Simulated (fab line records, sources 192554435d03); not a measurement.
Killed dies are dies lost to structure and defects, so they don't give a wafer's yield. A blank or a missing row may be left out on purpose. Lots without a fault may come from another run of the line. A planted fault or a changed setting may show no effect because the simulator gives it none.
fab line records | flow n5_finfet
record lots=4 wafers=12 last_day=18
route steps=1938 shown BEOL_M10@1527 BEOL_M11@1536
lots that met no fault: from a run of the same line without faults
start_h: hours from the record's first day to the start of the lot's first wafer shown | wait_h: hours since the lot's step before | " the same as in the row above | L1.1+2: a row that stands for several wafers | - no value, or no start given | * or withheld: withheld | < > ~ a bound
route shown NAME@n: a module of which the file shows steps, and the number in the route of the first | usual: mean/standard deviation of fault-free wafers | same: alike in all rows | chamber/n: place in a boat | sites: the reading at each site | _std_site: their standard deviation | _edge_site: outer sites' mean less inner sites' | radius_mm: how far each site lies from the wafer's centre | mask NAME#n: copy n | behind: the tool/chamber that last shaped the wafer | hold: why the lot was held/for how many hours/how that ended | device: the transistor (n, p or np) that didn't switch | end of line: the same wafers' tests at the end of the route | a step without rows: its recipe alone | killed: dies lost to structure and defects at the first sort, not the wafer's yield | map: a wafer's dies, x killed, . not, _ none there
set.NAME: the setting as run; set.NAME@STEP: as run at that earlier step | model.NAME: the simulator's own value behind a step, which no gauge read
lots at some steps of the route; a table a step, a row a wafer
services: from which hour (start_h, from the record's first day; less than 0 if before it) a tool's chamber was out of use, for how many hours, and why
## steps
# step N5_BEOL_M10_SPUTTER_48
# recipe material=Cu target_thk_a=120 temp_c=-20 bias_v=60 power_w=26000 chamber_pressure_pa=0.13 time_s=2
# step N5_BEOL_M10_ECD_50
# recipe material=Cu target_thk_a=3180
# step N5_BEOL_M10_ANNEAL_51
# recipe temp_c=225 time_s=90 ambient=N2
# step N5_BEOL_M10_CMP_52
# recipe stop_on=SiCOH_lowk t_overpolish_s=7 down_force_psi=1 platen_rpm=50 clearing_platen_down_force_psi=1.5 clearing_platen_rpm=50 post_cmp_clean=cu_alkaline target_thk_nm=140 clearing_platen_pad_velocity_m_s=0.99484 pad_velocity_m_s=0.99484
# step N5_BEOL_M10_PRE_CLEAN_55
# recipe gas=NH3 time_s=15 temp_c=withheld rf_power_w=300
# step N5_BEOL_M10_DEP_56
# recipe material=SiCN target_thk_a=150 temp_c=withheld precursor=3MS/NH3 pressure_torr=3 rf_w=202 time_s=26.5
# step N5_BEOL_M11_ILD_DEP_00
# recipe material=SiCOH_lowk target_thk_a=3085.1 temp_c=300 precursor=DEMS/porogen pressure_torr=5 rf_w=500 time_s=58
# step N5_BEOL_M11_CURE_71
# recipe temp_c=385 time_s=240 ambient=He/Ar material=SiCOH_lowk
# step N5_BEOL_M11_PECVD_70
# recipe material=SiO2 target_thk_a=200 temp_c=400 precursor=TEOS/O2 pressure_torr=5.5 rf_w=450 teos_flow_sccm=53.8 gas=O2 flow_sccm=3000 time_s=22.7
# usual heater_power_w=728/130 showerhead_plenum_p_Torr=8.81/0.085 showerhead_vpp_V=1272/41 susceptor_temp_C=400.00/0.22 throttle_valve_pct=22.5/0.66
# columns lot.wafer tool chamber start_h wait_h heater_power_w showerhead_plenum_p_Torr showerhead_vpp_V susceptor_temp_C throttle_valve_pct model.SiO2_of_BEOL_M11_PECVD_70.thk_nm
L461.4 pecvd-02 1 294.40 0.1 670 8.89 1266 404.17 23.6 19.2
L461.5 " 0 " " 662 8.85 1274 404.34 22.8 19.2
L461.6 " 2 " " 561 8.65 1258 404.51 22.6 19.6
L462.1 pecvd-02 0 309.29 0.0 708 8.86 1268 404.00 23.1 19.6
L462.2 " 1 " " 763 8.84 1234 404.06 23.5 19.4
L462.5 " 2 " " 676 8.66 1216 404.12 22.5 19.8
L469.1 pecvd-03 2 352.69 0.0 635 8.80 1288 400.25 21.8 19.8
L469.3 " 0 " " 717 8.74 1235 399.85 22.4 19.8
L469.5 " 2 " " 666 8.74 1292 400.37 21.4 20.2
L473.1 pecvd-03 1 391.55 0.0 707 8.80 1242 400.19 23.7 20
L473.3 " 0 " " 668 8.71 1240 399.70 22.4 20.6
L473.4 " 0 " " 684 8.71 1235 400.09 22.3 20.6
# step N5_BEOL_M11_HM_DEP_02
# recipe material=TiN target_thk_a=200 temp_c=25 chamber_pressure_pa=0.49996
# step N5_BEOL_M11_COAT_59
# recipe resist=SOC temp_c=250 time_s=60 spin_rpm=1500 resist_thk_nm=100
# step N5_BEOL_M11_COAT_60
# recipe resist=SiARC temp_c=220 time_s=60 spin_rpm=1500 resist_thk_nm=30
# step N5_BEOL_M11_COAT_05
# recipe resist=CAR-ArF spin_rpm=1500 resist_thk_nm=90
# step N5_BEOL_M11_EBR_07
# recipe solvent=PGMEA ebr_width_mm=1.5
# step N5_BEOL_M11_SOFTBAKE_06
# recipe temp_c=110 time_s=60 resist=CAR-ArF
# step N5_BEOL_M11_EXPOSE_08
# recipe mask_id=M11 na=1.35 source_shape=dipole sigma_inner=0.411 sigma_outer=0.611 polarization=te dose_mj=53.75
# step N5_BEOL_M11_PEB_09
# recipe peb_temp_c=withheld peb_time_s=60 resist=CAR-ArF
# step N5_BEOL_M11_DEVELOP_10
# recipe develop_time_s=30 developer=TMAH resist=CAR-ArF rinse_liquid=diw dry=air_spin dev_temp_c=23
# step N5_BEOL_M11_DESCUM_16
# recipe chemistry=O2 time_s=7.9 source_power_w=50 bias_power_w=20 pressure_mtorr=20 rf_frequency_hz=2.712e+07 temp_c=40 resist=CAR-ArF o2_flow_sccm=225
# step N5_BEOL_M11_ETCH_61
# recipe chemistry=CF4 target=SiARC target_depth_a=390 mask_material=CAR-ArF time_s=65 ion_energy_ev=80 pressure_mtorr=40 source_w=545 bias_w=36 Ar_flow_sccm=100 cf4_flow_sccm=100 ends=cleared
# step N5_BEOL_M11_ETCH_62
# recipe chemistry=N2/H2 target=SOC target_depth_a=1100 overetch_a=220 mask_material=SiARC temp_c=40 time_s=165 ion_energy_ev=200 pressure_mtorr=30 source_w=840 bias_w=150 n2_flow_sccm=200 h2_flow_sccm=200
# step N5_BEOL_M11_STRIP_68
# recipe chemistry=N2/H2 temp_c=40 n2_flow_sccm=200 h2_flow_sccm=200 rf_frequency_hz=6e+07
# step N5_BEOL_M11_STRIP_67
# recipe chemistry=CF4 resist=SiARC power_w=300 bias_power_w=75 pressure_mtorr=50 cf4_flow_sccm=150 rf_frequency_hz=6e+07
# step N5_BEOL_M11_HM_OPEN_17
# recipe chemistry=Cl2/BCl3 target_depth_a=200 overetch_a=60 target=TiN mask_material=SOC ion_energy_ev=150 pressure_mtorr=10 icp_w=1000 bias_w=126 Cl2_flow_sccm=53.25 bcl3_flow_sccm=21.75 Ar_flow_sccm=25
# step N5_BEOL_M11_STRIP_19
# recipe chemistry=O2 power_w=400 temp_c=40 pressure_mtorr=30 rf_frequency_hz=6e+07 bias_power_w=0 overash_fraction=0.2 o2_flow_sccm=225
# step N5_BEOL_M11_COAT_63
# recipe resist=SOC temp_c=250 time_s=60 spin_rpm=1500 resist_thk_nm=100
# step N5_BEOL_M11_COAT_64
# recipe resist=SiARC temp_c=220 time_s=60 spin_rpm=1500 resist_thk_nm=30
# step N5_BEOL_M11_COAT_22
# recipe resist=CAR-ArF spin_rpm=1500 resist_thk_nm=90
# step N5_BEOL_M11_EBR_24
# recipe solvent=PGMEA ebr_width_mm=1.5
# step N5_BEOL_M11_SOFTBAKE_23
# recipe temp_c=110 time_s=60 resist=CAR-ArF
# step N5_BEOL_M11_EXPOSE_25
# recipe mask_id=V10 na=1.35 source_shape=annular sigma_inner=0.5 sigma_outer=0.8 polarization=unpolarized dose_mj=85.5
# step N5_BEOL_M11_PEB_26
# recipe peb_temp_c=withheld peb_time_s=60 resist=CAR-ArF
# step N5_BEOL_M11_DEVELOP_27
# recipe develop_time_s=30 developer=TMAH resist=CAR-ArF rinse_liquid=diw dry=air_spin dev_temp_c=23
# step N5_BEOL_M11_HM_STRIP_39
# recipe chemistry=peroxide_tin_strip material=TiN target_depth_a=250 temp_c=50 time_s=158
# columns lot.wafer tool chamber start_h wait_h model.SiO2_of_BEOL_M11_PECVD_70.thk_nm
L461.4 wet_bench-03 5 300.09 0.0 19.2
L461.5 " 6 " " 19
L461.6 " 4 " " 19.4
L462.1+5 wet_bench-05 7,5 315.48 0.0 19.6
L462.2 " 1 " " 19.2
L469.1 wet_bench-05 7 358.68 0.0 19.6
L469.3 " 1 " " 19.8
L469.5 " 0 " " 20
L473.1 wet_bench-03 0 396.58 0.0 19.8
L473.3+4 " 3,1 " " 20.4
## services
# columns tool chamber start_h hours kind
pecvd-02 0 346.60 2.1 scheduled_down
wet_bench-03 - 347.69 12.2 repair
pecvd-03 1 350.32 2.1 scheduled_down
wet_bench-05 - 360.43 1.6 repair
## key
first_sign step=N5_BEOL_M11_PECVD_70 reading=susceptor_temp_C direction=up sigmas=19 usual=* struck=*
effect none on later readings
model_effect step=N5_BEOL_M11_PECVD_70 value=SiO2_of_BEOL_M11_PECVD_70.thk_nm without=20.07 struck=19.47
model_effect step=N5_BEOL_M11_HM_STRIP_39 value=SiO2_of_BEOL_M11_PECVD_70.thk_nm without=19.97 struck=19.33
met_at N5_BEOL_M11_PECVD_70
struck_wafers L461.4,L461.5,L461.6,L462.1,L462.2,L462.5
fault kind=process_parameter_drift tool=pecvd-02 chamber=- onset_h=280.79 steps=N5_BEOL_M11_PECVD_70 channel=temp_c offset=* shape=step end_h=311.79 acts_in=* stated=*
